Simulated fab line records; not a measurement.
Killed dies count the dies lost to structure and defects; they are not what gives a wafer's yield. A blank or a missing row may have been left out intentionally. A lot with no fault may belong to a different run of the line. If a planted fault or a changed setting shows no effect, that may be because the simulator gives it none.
Chamber matching ; flow n5-finfet ; 4 sister chambers for N5_FIN_SAQP_ETCH_51 on rie-diel-04
The step etches SiARC in CF4, target depth 45.5 nm, time 75.8 s. 8 wafers are shown with their chamber, then 9 later ones without.

== WAFERS WITH THEIR CHAMBER ==
wafer;chamber;showerhead-plenum-p-Torr (Torr);drypump-motor-current-A (A)
L078.1;2;2.26;6.3
L078.6;0;2.10;5.0
L079.1;1;2.22;5.8
L079.2;0;2.10;5.0
L079.3;3;2.18;6.2
L084.1;3;2.17;6.3
L084.2;1;2.22;5.8
L084.3;2;2.26;6.2

== WAFERS WHOSE CHAMBER IS MISSING ==
wafer;showerhead-plenum-p-Torr (Torr);drypump-motor-current-A (A)
L091.1;2.09;5.0
L091.3;2.22;5.8
L091.6;2.09;5.0
L092.1;2.17;6.3
L092.4;2.22;5.8
L092.6;2.22;5.8
L097.1;2.09;5.0
L097.3;2.25;6.3
L097.5;2.25;6.3

== THE CHAMBER EACH PASSED THROUGH ==
wafer;from the rows above;in truth
L091.1;0;0
L091.3;1;1
L091.6;0;0
L092.1;3;3
L092.4;1;1
L092.6;1;1
L097.1;0;0
L097.3;2;2
L097.5;2;2
Placed correctly: 9 of 9. From these rows, 0 cannot be placed. Placed wrongly: 0.
How it was worked out, from the rows above alone: a wafer's distance from a chamber is the root of the sum, over the readings, of the square of ((its reading less the chamber's mean) divided by the reading's scatter). The wafer belongs to the nearest chamber; if the next one is less than 2 further off, it can't be placed. The mean given for a chamber averages the wafers shown for that chamber. How the scatter is found: for the shown wafers, subtract from each reading the mean of its chamber, square and add these, divide the total by (wafers less chambers), then take the root.
